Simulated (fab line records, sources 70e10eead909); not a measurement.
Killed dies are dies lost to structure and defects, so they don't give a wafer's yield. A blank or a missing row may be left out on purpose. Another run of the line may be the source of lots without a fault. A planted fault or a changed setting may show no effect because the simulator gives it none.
What tool caused it? + flow nand-harc + 7 lots with 21 wafers sampled at 2 steps, on a route of 1159 steps

== WHAT THE GAUGES READ, wafer by wafer ==
NHARC_A_SLIT_OVL_MEAS_10.
| lot  | measured     | on         | overlay-x-nm (nm) |
|------|--------------|------------|-------------------|
| L200 | day 14 19:04 | overlay-01 | 0.5 0.2 1.0       |
| L202 | day 15 16:35 | overlay-02 | 1.1 0.1 0.7       |
| L205 | day 16 21:52 | overlay-02 | -0.9 -1.5 -1.3    |
| L211 | day 18 06:00 | overlay-01 | -0.8 -0.5 -1.2    |
| L214 | day 18 19:08 | overlay-01 | -0.7 -0.4 -0.7    |
| L217 | day 19 16:56 | overlay-02 | -2.9 -3.4 -3.0    |
| L219 | day 20 16:25 | overlay-02 | -1.8 -2.3 -1.7    |

== WHICH TOOL RAN EACH LOT (tool, then ch and the chambers of the sampled wafers, then the start) ==
| lot  | NHARC_A_SLIT_DEP_23             |
|------|---------------------------------|
| L200 | pecvd-03 ch 1,2, day 14 18:16   |
| L202 | pecvd-01 ch 0,2, day 15 15:58   |
| L205 | pecvd-02 ch 0,1,2, day 16 21:14 |
| L211 | pecvd-02 ch 0,2, day 18 05:22   |
| L214 | pecvd-03 ch 0,2, day 18 18:22   |
| L217 | pecvd-03 ch 0,1,2, day 19 16:10 |
| L219 | pecvd-02 ch 0,2, day 20 15:41   |
- NHARC_A_SLIT_DEP_23: deposits SiON, target thk 100 nm.

== THE ANSWER, worked out from the rows above alone ==
Rule: what is usual is taken from the lots themselves. The widest of any qualifying gaps counts: lots, ordered by their means at a reading, are off when they make up no more than a third of the lots, leave a main group of 4 or more, and stand apart from it by 3 or more times the standard deviation of that group's means. The tables above print the reading to a certain number of digits; a main group whose means all agree to those digits is not used. A lot without any number at a reading at which 4 lots or more have one is off too. Any other lot the step has rows for is counted as sound.
None of the lots is off at any reading shown; this tells nothing.

== WHAT THE SIMULATOR PUT IN ==
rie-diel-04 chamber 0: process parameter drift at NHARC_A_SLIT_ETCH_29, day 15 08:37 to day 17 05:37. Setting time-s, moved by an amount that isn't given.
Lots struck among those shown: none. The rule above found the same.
